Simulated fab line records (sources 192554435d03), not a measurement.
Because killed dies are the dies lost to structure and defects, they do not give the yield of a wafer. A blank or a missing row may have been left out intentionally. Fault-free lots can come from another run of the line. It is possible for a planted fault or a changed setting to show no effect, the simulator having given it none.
Chamber matching :: flow n5-finfet :: N5_BEOL_M13_ETCH_68 on rie-diel-05: 4 sister chambers
The step etches SOC in N2/H2, time 355 s. 8 wafers are shown with their chamber, then 7 later ones without.

== WAFERS PAIRED WITH THEIR CHAMBERS ==
wafer: L075.6
chamber: 1
throttle-valve-pct (%): 18.34
showerhead-plenum-p-Torr (Torr): 2.40

wafer: L079.6
chamber: 3
throttle-valve-pct (%): 18.16
showerhead-plenum-p-Torr (Torr): 2.64

wafer: L083.1
chamber: 1
throttle-valve-pct (%): 18.35
showerhead-plenum-p-Torr (Torr): 2.40

wafer: L083.4
chamber: 2
throttle-valve-pct (%): 17.58
showerhead-plenum-p-Torr (Torr): 2.34

wafer: L086.4
chamber: 0
throttle-valve-pct (%): 17.35
showerhead-plenum-p-Torr (Torr): 2.45

wafer: L086.6
chamber: 2
throttle-valve-pct (%): 17.60
showerhead-plenum-p-Torr (Torr): 2.33

wafer: L090.2
chamber: 0
throttle-valve-pct (%): 17.35
showerhead-plenum-p-Torr (Torr): 2.45

wafer: L090.3
chamber: 3
throttle-valve-pct (%): 18.18
showerhead-plenum-p-Torr (Torr): 2.63

== WAFERS WITH NO CHAMBER GIVEN ==
wafer: L090.6
throttle-valve-pct (%): 17.37
showerhead-plenum-p-Torr (Torr): 2.45

wafer: L095.1
throttle-valve-pct (%): 18.20
showerhead-plenum-p-Torr (Torr): 2.62

wafer: L095.3
throttle-valve-pct (%): 17.83
showerhead-plenum-p-Torr (Torr): 2.71

wafer: L095.6
throttle-valve-pct (%): 17.63
showerhead-plenum-p-Torr (Torr): 2.33

wafer: L096.2
throttle-valve-pct (%): 17.85
showerhead-plenum-p-Torr (Torr): 2.71

wafer: L096.3
throttle-valve-pct (%): 17.64
showerhead-plenum-p-Torr (Torr): 2.33

wafer: L096.5
throttle-valve-pct (%): 17.64
showerhead-plenum-p-Torr (Torr): 2.33

== WHICH CHAMBER EACH WENT THROUGH ==
wafer: L090.6
from the rows above: 0
in truth: 0

wafer: L095.1
from the rows above: 3
in truth: 3

wafer: L095.3
from the rows above: 3
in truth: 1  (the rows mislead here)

wafer: L095.6
from the rows above: 2
in truth: 2

wafer: L096.2
from the rows above: 3
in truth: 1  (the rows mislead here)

wafer: L096.3
from the rows above: 2
in truth: 2

wafer: L096.5
from the rows above: 2
in truth: 2
5 of 7 placed correctly. Number that these rows cannot place: 0. 2 placed wrongly.
How it was worked out, from the rows above alone: a wafer's distance from a chamber is the root of the sum, over the readings, of the square of ((its reading less the chamber's mean) divided by the reading's scatter). If the next closest chamber is less than 2 further off than the closest, the wafer can't be placed; otherwise it belongs to the closest. A chamber's mean is the mean of its shown wafers. How the scatter is found: for the shown wafers, subtract from each reading the mean of its chamber, square and add these, divide the total by (wafers less chambers), then take the root.
